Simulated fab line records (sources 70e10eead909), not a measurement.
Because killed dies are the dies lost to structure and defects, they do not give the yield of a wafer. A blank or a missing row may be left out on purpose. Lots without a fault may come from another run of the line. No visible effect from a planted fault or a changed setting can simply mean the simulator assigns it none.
Matching of chambers :: flow nand harc :: NHARC_A_CONTACT_ETCH_110 on rie diel-01 has 4 sister chambers
The step etches the open film in CF4/O2, target depth 60 nm, overetch 6 nm, time 33 s. 8 wafers are shown with their chamber, then 9 later ones without.

## WAFERS PAIRED WITH THEIR CHAMBERS
wafer: L074.1
chamber: 2
showerhead plenum p Torr (Torr): 1.32
drypump motor current A (A): 5.9

wafer: L076.4
chamber: 0
showerhead plenum p Torr (Torr): 1.42
drypump motor current A (A): 6.0

wafer: L078.1
chamber: 3
showerhead plenum p Torr (Torr): 1.28
drypump motor current A (A): 5.6

wafer: L078.3
chamber: 1
showerhead plenum p Torr (Torr): 1.39
drypump motor current A (A): 5.9

wafer: L078.5
chamber: 3
showerhead plenum p Torr (Torr): 1.28
drypump motor current A (A): 5.6

wafer: L080.2
chamber: 1
showerhead plenum p Torr (Torr): 1.39
drypump motor current A (A): 5.9

wafer: L080.4
chamber: 0
showerhead plenum p Torr (Torr): 1.41
drypump motor current A (A): 6.1

wafer: L080.5
chamber: 2
showerhead plenum p Torr (Torr): 1.32
drypump motor current A (A): 5.9

## WAFERS MISSING THEIR CHAMBER
wafer: L084.3
showerhead plenum p Torr (Torr): 1.39
drypump motor current A (A): 5.9

wafer: L084.4
showerhead plenum p Torr (Torr): 1.31
drypump motor current A (A): 5.9

wafer: L084.5
showerhead plenum p Torr (Torr): 1.31
drypump motor current A (A): 5.9

wafer: L090.1
showerhead plenum p Torr (Torr): 1.41
drypump motor current A (A): 6.0

wafer: L090.4
showerhead plenum p Torr (Torr): 1.28
drypump motor current A (A): 5.7

wafer: L090.5
showerhead plenum p Torr (Torr): 1.41
drypump motor current A (A): 6.1

wafer: L095.1
showerhead plenum p Torr (Torr): 1.41
drypump motor current A (A): 6.0

wafer: L095.2
showerhead plenum p Torr (Torr): 1.28
drypump motor current A (A): 5.7

wafer: L095.4
showerhead plenum p Torr (Torr): 1.31
drypump motor current A (A): 5.9

## CHAMBER TAKEN BY EACH
wafer: L084.3
from the rows above: 1
in truth: 1

wafer: L084.4
from the rows above: 2
in truth: 2

wafer: L084.5
from the rows above: 2
in truth: 2

wafer: L090.1
from the rows above: 0
in truth: 0

wafer: L090.4
from the rows above: 3
in truth: 3

wafer: L090.5
from the rows above: 0
in truth: 0

wafer: L095.1
from the rows above: 0
in truth: 0

wafer: L095.2
from the rows above: 3
in truth: 3

wafer: L095.4
from the rows above: 2
in truth: 2
Placed correctly: 9 of 9. From these rows, 0 cannot be placed. 0 placed wrongly.
How it was worked out, from the rows above alone: a wafer's distance from a chamber is the root of the sum, over the readings, of the square of ((its reading less the chamber's mean) divided by the reading's scatter). If the next closest chamber is less than 2 further off than the closest, the wafer can't be placed; otherwise it belongs to the closest. A chamber's mean is the mean of its shown wafers. The scatter: the root of (the sum of the squares of (reading less its chamber's mean) over the shown wafers, divided by (wafers less chambers)).
